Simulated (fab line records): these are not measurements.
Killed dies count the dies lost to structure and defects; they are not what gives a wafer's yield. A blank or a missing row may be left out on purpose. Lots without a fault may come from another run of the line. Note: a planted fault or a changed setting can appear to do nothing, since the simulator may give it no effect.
Which tool did it? / flow n5-finfet / 10 lots, 29 wafers sampled, at 7 steps of a route of 1938

## WHAT THE GAUGES READ, wafer by wafer
N5_BEOL_M1_INSPECT_59: inspects for defects (darkfield). Usual: raw-defect-count reads 75 (standard deviation 26).
lot=L643; measured=day 6 22:59; on=defect-inspect-02; raw-defect-count=130 103 113; flag=
lot=L644; measured=day 6 23:31; on=defect-inspect-02; raw-defect-count=54 69 63; flag=
lot=L646; measured=day 7 08:40; on=defect-inspect-01; raw-defect-count=39 86 64; flag=
lot=L649; measured=day 8 05:46; on=defect-inspect-01; raw-defect-count=47 53 61; flag=
lot=L652; measured=day 8 15:29; on=defect-inspect-01; raw-defect-count=63 83 71; flag=
lot=L653; measured=day 8 15:26; on=defect-inspect-02; raw-defect-count=73 58 38; flag=
lot=L655; measured=day 9 17:10; on=defect-inspect-01; raw-defect-count=94 52; flag=
lot=L657; measured=day 10 01:50; on=defect-inspect-02; raw-defect-count=97 48 84; flag=
lot=L658; measured=day 10 10:24; on=defect-inspect-01; raw-defect-count=1563 135 106; flag=OFF
lot=L666; measured=day 12 07:45; on=defect-inspect-02; raw-defect-count=70 85 76; flag=

N5_BEOL_M2_INSPECT_13: inspects for defects (brightfield). Usual: raw-defect-count reads 414 (standard deviation 92).
lot=L643; measured=day 6 23:56; on=defect-inspect-01; raw-defect-count=447 643 652; flag=
lot=L644; measured=day 7 00:34; on=defect-inspect-01; raw-defect-count=317 396 428; flag=
lot=L646; measured=day 7 10:55; on=defect-inspect-02; raw-defect-count=464 469 373; flag=
lot=L649; measured=day 8 10:53; on=defect-inspect-01; raw-defect-count=250 322 285; flag=
lot=L652; measured=day 8 18:17; on=defect-inspect-01; raw-defect-count=401 387 387; flag=
lot=L653; measured=day 8 18:04; on=defect-inspect-01; raw-defect-count=349 409 378; flag=
lot=L655; measured=day 9 19:10; on=defect-inspect-01; raw-defect-count=371 281; flag=
lot=L657; measured=day 10 03:42; on=defect-inspect-01; raw-defect-count=456 451 416; flag=
lot=L658; measured=day 10 11:38; on=defect-inspect-02; raw-defect-count=2014 523 386; flag=OFF
lot=L666; measured=day 12 09:06; on=defect-inspect-01; raw-defect-count=369 508 503; flag=

N5_BEOL_M4_RC_MEAS_101. Usual: DIBL_N 37.2 mV/V, standard deviation 1.9; DIBL_P 37.3 mV/V, standard deviation 2.2; IOFF_N 0.18 nA/um, standard deviation 0.038; IOFF_P 0.22 nA/um, standard deviation 0.039; ION_N 678 uA/um, standard deviation 11; ION_P 462 uA/um, standard deviation 6.9; SS_N 71.8 mV/dec, standard deviation 0.68; SS_P 73.5 mV/dec, standard deviation 0.65; VT_N 249 mV, standard deviation 3.4; VT_P -250 mV, standard deviation 3.2.
lot=L643; measured=day 8 10:58; on=prober-01; DIBL_N (mV/V)=39.7 36.8 35.2; DIBL_P (mV/V)=40.5 36.0 35.4; IOFF_N (nA/um)=0.22 0.15 0.14; IOFF_P (nA/um)=0.25 0.18 0.17; ION_N (uA/um)=690 654 673; ION_P (uA/um)=461 450 455; SS_N (mV/dec)=72.7 71.7 72.3; SS_P (mV/dec)=73.3 73.0 72.4; VT_N (mV)=246 254 251; VT_P (mV)=-250 -252 -254; flag=
lot=L644; measured=day 8 11:19; on=prober-02; DIBL_N (mV/V)=35.0 38.2 34.7; DIBL_P (mV/V)=34.6 37.9 35.4; IOFF_N (nA/um)=0.13 0.20 0.14; IOFF_P (nA/um)=0.15 0.20 0.17; ION_N (uA/um)=660 669 677; ION_P (uA/um)=449 449 458; SS_N (mV/dec)=71.1 71.7 71.3; SS_P (mV/dec)=72.9 72.7 73.3; VT_N (mV)=250 247 250; VT_P (mV)=-255 -252 -252; flag=
lot=L646; measured=day 9 01:17; on=prober-02; DIBL_N (mV/V)=37.6 39.2 36.5; DIBL_P (mV/V)=37.9 37.8 35.9; IOFF_N (nA/um)=0.18 0.22 0.16; IOFF_P (nA/um)=0.26 0.26 0.22; ION_N (uA/um)=673 693 664; ION_P (uA/um)=465 466 460; SS_N (mV/dec)=71.8 72.8 72.1; SS_P (mV/dec)=73.4 73.0 73.3; VT_N (mV)=248 245 251; VT_P (mV)=-248 -245 -249; flag=
lot=L649; measured=day 9 20:22; on=prober-01; DIBL_N (mV/V)=35.6 35.2 36.8; DIBL_P (mV/V)=35.4 34.8 37.2; IOFF_N (nA/um)=0.15 0.15 0.17; IOFF_P (nA/um)=0.22 0.21 0.24; ION_N (uA/um)=672 685 679; ION_P (uA/um)=471 475 474; SS_N (mV/dec)=70.9 71.3 70.8; SS_P (mV/dec)=73.2 72.8 73.7; VT_N (mV)=252 249 248; VT_P (mV)=-246 -247 -247; flag=
lot=L652; measured=day 10 08:16; on=prober-01; DIBL_N (mV/V)=37.8 37.4 34.0; DIBL_P (mV/V)=36.8 36.3 32.8; IOFF_N (nA/um)=0.16 0.15 0.11; IOFF_P (nA/um)=0.21 0.21 0.17; ION_N (uA/um)=684 691 676; ION_P (uA/um)=460 472 471; SS_N (mV/dec)=71.1 71.6 70.4; SS_P (mV/dec)=73.3 72.7 71.9; VT_N (mV)=252 251 254; VT_P (mV)=-249 -248 -253; flag=
lot=L653; measured=day 10 08:14; on=prober-02; DIBL_N (mV/V)=39.2 37.5 38.4; DIBL_P (mV/V)=39.2 37.9 38.4; IOFF_N (nA/um)=0.21 0.18 0.19; IOFF_P (nA/um)=0.23 0.21 0.23; ION_N (uA/um)=699 675 681; ION_P (uA/um)=465 460 456; SS_N (mV/dec)=71.7 71.3 72.1; SS_P (mV/dec)=73.5 73.6 73.5; VT_N (mV)=245 246 246; VT_P (mV)=-249 -250 -252; flag=
lot=L655; measured=day 11 11:19; on=prober-01; DIBL_N (mV/V)=37.4 37.2; DIBL_P (mV/V)=37.8 36.9; IOFF_N (nA/um)=0.18 0.17; IOFF_P (nA/um)=0.20 0.18; ION_N (uA/um)=682 677; ION_P (uA/um)=457 448; SS_N (mV/dec)=72.3 72.1; SS_P (mV/dec)=73.8 73.4; VT_N (mV)=249 251; VT_P (mV)=-253 -255; flag=
lot=L657; measured=day 12 00:20; on=prober-01; DIBL_N (mV/V)=40.5 38.5 37.3; DIBL_P (mV/V)=39.0 37.2 35.0; IOFF_N (nA/um)=0.22 0.19 0.15; IOFF_P (nA/um)=0.26 0.23 0.20; ION_N (uA/um)=682 686 665; ION_P (uA/um)=466 472 460; SS_N (mV/dec)=72.9 70.8 70.8; SS_P (mV/dec)=73.8 73.6 72.8; VT_N (mV)=247 245 253; VT_P (mV)=-248 -249 -251; flag=
lot=L658; measured=day 11 19:28; on=prober-01; DIBL_N (mV/V)=36.9 38.3 36.3; DIBL_P (mV/V)=35.2 38.0 35.0; IOFF_N (nA/um)=0.15 0.19 0.15; IOFF_P (nA/um)=0.19 0.24 0.20; ION_N (uA/um)=676 684 675; ION_P (uA/um)=461 464 460; SS_N (mV/dec)=71.7 71.8 71.7; SS_P (mV/dec)=72.9 74.0 73.7; VT_N (mV)=250 248 251; VT_P (mV)=-250 -249 -251; flag=
lot=L666; measured=day 13 22:26; on=prober-02; DIBL_N (mV/V)=35.6 33.3 37.0; DIBL_P (mV/V)=36.9 32.9 37.7; IOFF_N (nA/um)=0.16 0.11 0.18; IOFF_P (nA/um)=0.19 0.15 0.22; ION_N (uA/um)=669 655 678; ION_P (uA/um)=460 453 459; SS_N (mV/dec)=71.8 71.8 72.6; SS_P (mV/dec)=73.2 73.2 73.6; VT_N (mV)=251 257 248; VT_P (mV)=-253 -255 -250; flag=

## WHICH TOOL RAN EACH LOT (tool, then ch and the chambers of the sampled wafers, then the start)
lot=L643; N5_BEOL_M1_ANNEAL_91=pvd-sputter-02, day 6 21:20; N5_BEOL_M1_CMP_52=cmp-03 ch 0,1,3, day 6 22:24; N5_BEOL_M1_PRE_CLEAN_60=cvd-co-02 ch 0,2, day 6 22:44; N5_BEOL_M2_HM_DEP_02=pvd-sputter-03, day 6 23:28
lot=L644; N5_BEOL_M1_ANNEAL_91=pvd-sputter-01, day 6 21:52; N5_BEOL_M1_CMP_52=cmp-03 ch 1,3, day 6 22:58; N5_BEOL_M1_PRE_CLEAN_60=cvd-co-01 ch 0,1, day 6 23:16; N5_BEOL_M2_HM_DEP_02=pvd-sputter-03, day 6 23:58
lot=L646; N5_BEOL_M1_ANNEAL_91=pvd-sputter-03, day 7 06:56; N5_BEOL_M1_CMP_52=cmp-02 ch 1,2,3, day 7 08:03; N5_BEOL_M1_PRE_CLEAN_60=cvd-co-01 ch 0,1,2, day 7 08:23; N5_BEOL_M2_HM_DEP_02=pvd-sputter-01, day 7 10:26
lot=L649; N5_BEOL_M1_ANNEAL_91=pvd-sputter-01, day 8 03:55; N5_BEOL_M1_CMP_52=cmp-04 ch 0,1,3, day 8 04:59; N5_BEOL_M1_PRE_CLEAN_60=cvd-co-01 ch 0,1,2, day 8 05:29; N5_BEOL_M2_HM_DEP_02=pvd-sputter-01, day 8 10:13
lot=L652; N5_BEOL_M1_ANNEAL_91=pvd-sputter-01, day 8 13:42; N5_BEOL_M1_CMP_52=cmp-02 ch 1,2, day 8 14:46; N5_BEOL_M1_PRE_CLEAN_60=cvd-co-02 ch 0,2, day 8 15:06; N5_BEOL_M2_HM_DEP_02=pvd-sputter-01, day 8 17:41
lot=L653; N5_BEOL_M1_ANNEAL_91=pvd-sputter-02, day 8 13:47; N5_BEOL_M1_CMP_52=cmp-04 ch 0,1,2, day 8 14:53; N5_BEOL_M1_PRE_CLEAN_60=cvd-co-01 ch 0,1, day 8 15:11; N5_BEOL_M2_HM_DEP_02=pvd-sputter-01, day 8 17:35
lot=L655; N5_BEOL_M1_ANNEAL_91=pvd-sputter-02, day 9 15:29; N5_BEOL_M1_CMP_52=cmp-02 ch 0,3, day 9 16:40; N5_BEOL_M1_PRE_CLEAN_60=cvd-co-01 ch 0,1, day 9 16:53; N5_BEOL_M2_HM_DEP_02=pvd-sputter-01, day 9 18:44
lot=L657; N5_BEOL_M1_ANNEAL_91=pvd-sputter-03, day 10 00:06; N5_BEOL_M1_CMP_52=cmp-03 ch 1,2,3, day 10 01:14; N5_BEOL_M1_PRE_CLEAN_60=cvd-co-01 ch 0,1, day 10 01:31; N5_BEOL_M2_HM_DEP_02=pvd-sputter-02, day 10 03:04
lot=L658; N5_BEOL_M1_ANNEAL_91=pvd-sputter-02, day 10 08:00; N5_BEOL_M1_CMP_52=cmp-04 ch 1,2, day 10 09:34; N5_BEOL_M1_PRE_CLEAN_60=cvd-co-02 ch 0,1,2, day 10 10:07; N5_BEOL_M2_HM_DEP_02=pvd-sputter-01, day 10 11:08
lot=L666; N5_BEOL_M1_ANNEAL_91=pvd-sputter-01, day 12 06:02; N5_BEOL_M1_CMP_52=cmp-03 ch 1,2, day 12 07:09; N5_BEOL_M1_PRE_CLEAN_60=cvd-co-01 ch 0,1, day 12 07:28; N5_BEOL_M2_HM_DEP_02=pvd-sputter-01, day 12 08:37
- N5_BEOL_M1_ANNEAL_91: time 240 s.
- N5_BEOL_M1_CMP_52: polishes, stops on SiOC, t overpolish 6.8 s, target thk 40 nm.
- N5_BEOL_M1_PRE_CLEAN_60: time 15 s.
- N5_BEOL_M2_HM_DEP_02: deposits TiN, target thk 20 nm.

## AS READ BY THE TOOLS THEMSELVES (means over the sampled wafers that have a number; for cases with no such wafer, the mark the record gives instead)
N5_BEOL_M1_ANNEAL_91. Usual: heater-power-w reads 846 W (standard deviation 93).
lot=L643; tool=pvd-sputter-02; heater-power-w (W)=875; flag=
lot=L644; tool=pvd-sputter-01; heater-power-w (W)=854; flag=
lot=L646; tool=pvd-sputter-03; heater-power-w (W)=816; flag=
lot=L649; tool=pvd-sputter-01; heater-power-w (W)=785; flag=
lot=L652; tool=pvd-sputter-01; heater-power-w (W)=832; flag=
lot=L653; tool=pvd-sputter-02; heater-power-w (W)=965; flag=
lot=L655; tool=pvd-sputter-02; heater-power-w (W)=750; flag=
lot=L657; tool=pvd-sputter-03; heater-power-w (W)=805; flag=
lot=L658; tool=pvd-sputter-02; heater-power-w (W)=930; flag=
lot=L666; tool=pvd-sputter-01; heater-power-w (W)=784; flag=

N5_BEOL_M1_CMP_52. Usual: barrier-field-endpoint-s 24.6 s, standard deviation 0.71; motor-current-A 6.0 A, standard deviation 0.52; overpolish-run-s 6.799 s, standard deviation 0.0094; pad-life-wafers 1109, standard deviation 440; time-to-endpoint-s 63 s, standard deviation 3.7.
lot=L643; tool=cmp-03; barrier-field-endpoint-s (s)=25.5; motor-current-A (A)=5.9; overpolish-run-s (s)=6.801; pad-life-wafers=1039; time-to-endpoint-s (s)=65; flag=
lot=L644; tool=cmp-03; barrier-field-endpoint-s (s)=24.9; motor-current-A (A)=6.1; overpolish-run-s (s)=6.790; pad-life-wafers=1046; time-to-endpoint-s (s)=65; flag=
lot=L646; tool=cmp-02; barrier-field-endpoint-s (s)=24.1; motor-current-A (A)=5.6; overpolish-run-s (s)=6.808; pad-life-wafers=674; time-to-endpoint-s (s)=60; flag=
lot=L649; tool=cmp-04; barrier-field-endpoint-s (s)=25.3; motor-current-A (A)=6.4; overpolish-run-s (s)=6.808; pad-life-wafers=338; time-to-endpoint-s (s)=63; flag=
lot=L652; tool=cmp-02; barrier-field-endpoint-s (s)=23.6; motor-current-A (A)=5.5; overpolish-run-s (s)=6.807; pad-life-wafers=906; time-to-endpoint-s (s)=61; flag=
lot=L653; tool=cmp-04; barrier-field-endpoint-s (s)=24.9; motor-current-A (A)=6.3; overpolish-run-s (s)=6.792; pad-life-wafers=422; time-to-endpoint-s (s)=61; flag=
lot=L655; tool=cmp-02; barrier-field-endpoint-s (s)=25.0; motor-current-A (A)=6.0; overpolish-run-s (s)=6.801; pad-life-wafers=-; time-to-endpoint-s (s)=64; flag=OFF
lot=L657; tool=cmp-03; barrier-field-endpoint-s (s)=24.7; motor-current-A (A)=6.1; overpolish-run-s (s)=6.797; pad-life-wafers=1484; time-to-endpoint-s (s)=61; flag=
lot=L658; tool=cmp-04; barrier-field-endpoint-s (s)=24.3; motor-current-A (A)=5.7; overpolish-run-s (s)=6.794; pad-life-wafers=883; time-to-endpoint-s (s)=61; flag=
lot=L666; tool=cmp-03; barrier-field-endpoint-s (s)=24.6; motor-current-A (A)=6.4; overpolish-run-s (s)=6.801; pad-life-wafers=1915; time-to-endpoint-s (s)=60; flag=

N5_BEOL_M1_PRE_CLEAN_60. Usual: heater-power-w reads 92 W (standard deviation 16).
lot=L643; tool=cvd-co-02; heater-power-w (W)=104; flag=
lot=L644; tool=cvd-co-01; heater-power-w (W)=83; flag=
lot=L646; tool=cvd-co-01; heater-power-w (W)=79; flag=
lot=L649; tool=cvd-co-01; heater-power-w (W)=80; flag=
lot=L652; tool=cvd-co-02; heater-power-w (W)=115; flag=
lot=L653; tool=cvd-co-01; heater-power-w (W)=84; flag=
lot=L655; tool=cvd-co-01; heater-power-w (W)=86; flag=
lot=L657; tool=cvd-co-01; heater-power-w (W)=87; flag=
lot=L658; tool=cvd-co-02; heater-power-w (W)=103; flag=
lot=L666; tool=cvd-co-01; heater-power-w (W)=87; flag=

N5_BEOL_M2_HM_DEP_02. Usual: throttle-valve-pct reads 29.8 % (standard deviation 1).
lot=L643; tool=pvd-sputter-03; throttle-valve-pct (%)=30.9; flag=
lot=L644; tool=pvd-sputter-03; throttle-valve-pct (%)=30.4; flag=
lot=L646; tool=pvd-sputter-01; throttle-valve-pct (%)=29.3; flag=
lot=L649; tool=pvd-sputter-01; throttle-valve-pct (%)=29.3; flag=
lot=L652; tool=pvd-sputter-01; throttle-valve-pct (%)=29.8; flag=
lot=L653; tool=pvd-sputter-01; throttle-valve-pct (%)=29.8; flag=
lot=L655; tool=pvd-sputter-01; throttle-valve-pct (%)=29.9; flag=
lot=L657; tool=pvd-sputter-02; throttle-valve-pct (%)=30.4; flag=
lot=L658; tool=pvd-sputter-01; throttle-valve-pct (%)=29.4; flag=
lot=L666; tool=pvd-sputter-01; throttle-valve-pct (%)=29.5; flag=

## THE ANSWER, worked out from the rows above alone
Rule: lot off if the mean of its wafers having a number is beyond 3 standard deviations from the usual mean. A lot without any number at a reading at which 4 lots or more have one is off too. All remaining lots with rows at the step are treated as sound. Order of review: gauges by route order, followed by the tools' own readings, for which a lot's mean as printed above is used. The first step at which some lot is off is used, and at that step the reading that is off furthest; a lot without a number counts as furthest.
Off: L658 (N5_BEOL_M1_INSPECT_59, raw-defect-count).
A tool fits if, at a process step before that reading, it ran every lot that is off, and no sound lot after the first of them. The gauges at N5_BEOL_M1_INSPECT_59 aren't tried: what is off there is off at N5_BEOL_M2_INSPECT_13 too, on other tools, and a gauge's error can't cause that. Can't be told from this: 3 tools fit, pvd-sputter-02 at N5_BEOL_M1_ANNEAL_91, cmp-04 at N5_BEOL_M1_CMP_52, cvd-co-02 at N5_BEOL_M1_PRE_CLEAN_60.

## WHAT THE SIMULATOR HAD PUT IN
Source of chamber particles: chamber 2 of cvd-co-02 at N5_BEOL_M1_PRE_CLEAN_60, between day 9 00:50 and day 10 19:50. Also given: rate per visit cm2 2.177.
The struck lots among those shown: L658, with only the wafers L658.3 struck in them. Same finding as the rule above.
